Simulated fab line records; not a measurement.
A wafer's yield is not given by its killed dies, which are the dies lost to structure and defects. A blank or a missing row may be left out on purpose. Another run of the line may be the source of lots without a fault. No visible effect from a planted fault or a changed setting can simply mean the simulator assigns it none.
Commonality check across tools ; flow nandHarc ; Sample size 11 lots and 33 wafers

== THE REASON FOR OPENING IT ==
At NHARC_END_SORT_01 the reading killedAtPeriphery is flagged on 1 of 11 lots. Wafers without a fault read 4.2, standard deviation 2.9.
Rule: flag the lot when none of its wafers has a number, or when each of its wafers that has one lies beyond 4 standard deviations from that mean. The rest of the lots are taken to be sound.

lot;measured;on;killedAtPeriphery, wafer by wafer;flag
L628;day 26 02:20;prober-02;4 2 4;
L632;day 26 09:37;prober-01;611 589 613;FLAGGED
L629;day 26 18:41;prober-02;13 9 9;
L637;day 27 23:32;prober-01;3 7 7;
L639;day 28 18:57;prober-01;7 7 6;
L640;day 29 03:32;prober-01;6 12 6;
L642;day 29 12:02;prober-01;5 7 8;
L644;day 30 15:34;prober-02;8 9 4;
L645;day 32 10:44;prober-02;4 5 5;
L647;day 32 18:28;prober-01;1 3 3;
L649;day 32 19:26;prober-02;2 3 5;
The numbers of the flagged lots are 604.3 on average: +600.1 against the usual, or +99 or more standard deviations.

== LOT BY LOT: THE TOOL USED ==
4 process steps preceding the reading are held in the record, out of 1302 steps in the route. Every cell lists first the tool, next ch and the chambers used by the sampled wafers, and last the start.
lot;flag;NHARC_P_ZERO_WELL_EXPOSE_21;NHARC_P_ZERO_WELL_DESCUM_26;NHARC_P_ZERO_WELL_DESCUM_54;NHARC_P_ZERO_WELL_RTA_42
L628;;krfScanner-02 ch 0, day 1 18:22;rieDiel-08 ch 2,3, day 1 18:41;rieDiel-01 ch 0,1, day 1 21:58;rtpAnneal-02 ch 0, day 1 23:04
L632;FLAGGED;krfScanner-02 ch 0, day 3 10:27;rieDiel-01 ch 0,2,3, day 3 10:46;rieDiel-08 ch 1,3, day 3 14:03;rtpAnneal-01 ch 0, day 3 15:10
L629;;krfScanner-02 ch 0, day 2 04:12;rieDiel-07 ch 0,1, day 2 04:30;rieDiel-08 ch 0,1,2, day 2 13:07;rtpAnneal-02 ch 0, day 2 14:19
L637;;krfScanner-02 ch 0, day 5 12:25;rieDiel-01 ch 0,1,2, day 5 12:45;rieDiel-08 ch 1,2, day 5 15:53;rtpAnneal-01 ch 0, day 5 16:56
L639;;krfScanner-02 ch 0, day 6 08:21;rieDiel-01 ch 0,2,3, day 6 08:40;rieDiel-01 ch 0,2,3, day 6 11:58;rtpAnneal-01 ch 0, day 6 12:57
L640;;krfScanner-02 ch 0, day 6 18:19;rieDiel-08 ch 0,2, day 6 18:38;rieDiel-07 ch 1,3, day 6 21:56;rtpAnneal-01 ch 0, day 6 23:01
L642;;krfScanner-01 ch 0, day 7 14:35;rieDiel-01 ch 2,3, day 7 14:53;rieDiel-07 ch 1,2,3, day 7 18:10;rtpAnneal-01 ch 0, day 7 19:21
L644;;krfScanner-02 ch 0, day 8 10:37;rieDiel-08 ch 1,2,3, day 8 10:57;rieDiel-07 ch 1,2, day 8 14:04;rtpAnneal-01 ch 0, day 8 15:16
L645;;krfScanner-02 ch 0, day 8 20:19;rieDiel-01 ch 0,2,3, day 8 21:33;rieDiel-08 ch 0,2,3, day 9 00:50;rtpAnneal-02 ch 0, day 9 01:55
L647;;krfScanner-01 ch 0, day 9 16:26;rieDiel-07 ch 1,3, day 9 16:45;rieDiel-01 ch 2,3, day 9 20:02;rtpAnneal-02 ch 0, day 9 21:07
L649;;krfScanner-01 ch 0, day 10 12:17;rieDiel-01 ch 1,2,3, day 10 12:37;rieDiel-01 ch 0,1,3, day 10 15:44;rtpAnneal-02 ch 0, day 10 16:43
These steps, and what they do:
- NHARC_P_ZERO_WELL_EXPOSE_21: exposes mask P NWELL, target cd 720 nm.
- NHARC_P_ZERO_WELL_DESCUM_26: chemistry O2, time 3 s.
- NHARC_P_ZERO_WELL_DESCUM_54: chemistry O2, time 3 s.
- NHARC_P_ZERO_WELL_RTA_42: time 300 s.
- NHARC_END_SORT_01

== FLAGGED AGAINST TOTAL, ONE TOOL AT A TIME (gauges that did the reading follow at the end) ==
step;tool;lots run;flagged;share of the flagged lots;sound lots run after its first flagged lot
NHARC_P_ZERO_WELL_EXPOSE_21;krfScanner-01;3;0;none;-
NHARC_P_ZERO_WELL_EXPOSE_21;krfScanner-02;8;1;all;5 (L637,L639,L640,L644,L645)
NHARC_P_ZERO_WELL_DESCUM_26;rieDiel-01;6;1;all;5 (L637,L639,L642,L645,L649)
NHARC_P_ZERO_WELL_DESCUM_26;rieDiel-07;2;0;none;-
NHARC_P_ZERO_WELL_DESCUM_26;rieDiel-08;3;0;none;-
NHARC_P_ZERO_WELL_DESCUM_54;rieDiel-01;4;0;none;-
NHARC_P_ZERO_WELL_DESCUM_54;rieDiel-07;3;0;none;-
NHARC_P_ZERO_WELL_DESCUM_54;rieDiel-08;4;1;all;2 (L637,L645)
NHARC_P_ZERO_WELL_RTA_42;rtpAnneal-01;6;1;all;5 (L637,L639,L640,L642,L644)
NHARC_P_ZERO_WELL_RTA_42;rtpAnneal-02;5;0;none;-
NHARC_END_SORT_01;prober-01;6;1;all;5 (L637,L639,L640,L642,L647)
NHARC_END_SORT_01;prober-02;5;0;none;-

== WHAT THE TABLE PERMITS ==
5 rows of the table ran every flagged lot: krfScanner-02 at NHARC_P_ZERO_WELL_EXPOSE_21, rieDiel-01 at NHARC_P_ZERO_WELL_DESCUM_26, rieDiel-08 at NHARC_P_ZERO_WELL_DESCUM_54, rtpAnneal-01 at NHARC_P_ZERO_WELL_RTA_42, prober-01 at NHARC_END_SORT_01.
- krfScanner-02 at NHARC_P_ZERO_WELL_EXPOSE_21 ran 8 lots, 1 of them flagged. Sound lots followed the first flagged one (L637, L639, L640, L644, L645) on it, something a lasting fault affecting the whole tool could not allow.
- rieDiel-01 at NHARC_P_ZERO_WELL_DESCUM_26 ran 6 lots, 1 of them flagged. Sound lots followed the first flagged one (L637, L639, L642, L645, L649) on it, something a lasting fault affecting the whole tool could not allow.
- rieDiel-08 at NHARC_P_ZERO_WELL_DESCUM_54 ran 4 lots, 1 of them flagged. Sound lots followed the first flagged one (L637, L645) on it, something a lasting fault affecting the whole tool could not allow.
- rtpAnneal-01 at NHARC_P_ZERO_WELL_RTA_42 ran 6 lots, 1 of them flagged. Sound lots followed the first flagged one (L637, L639, L640, L642, L644) on it, something a lasting fault affecting the whole tool could not allow.
- prober-01 at NHARC_END_SORT_01 ran 6 lots, 1 of them flagged. Sound lots followed the first flagged one (L637, L639, L640, L642, L647) on it, something a lasting fault affecting the whole tool could not allow.
No row of the table ran every flagged lot and no sound lot after the first.

== WHAT HAD BEEN PUT IN BY THE SIMULATOR ==
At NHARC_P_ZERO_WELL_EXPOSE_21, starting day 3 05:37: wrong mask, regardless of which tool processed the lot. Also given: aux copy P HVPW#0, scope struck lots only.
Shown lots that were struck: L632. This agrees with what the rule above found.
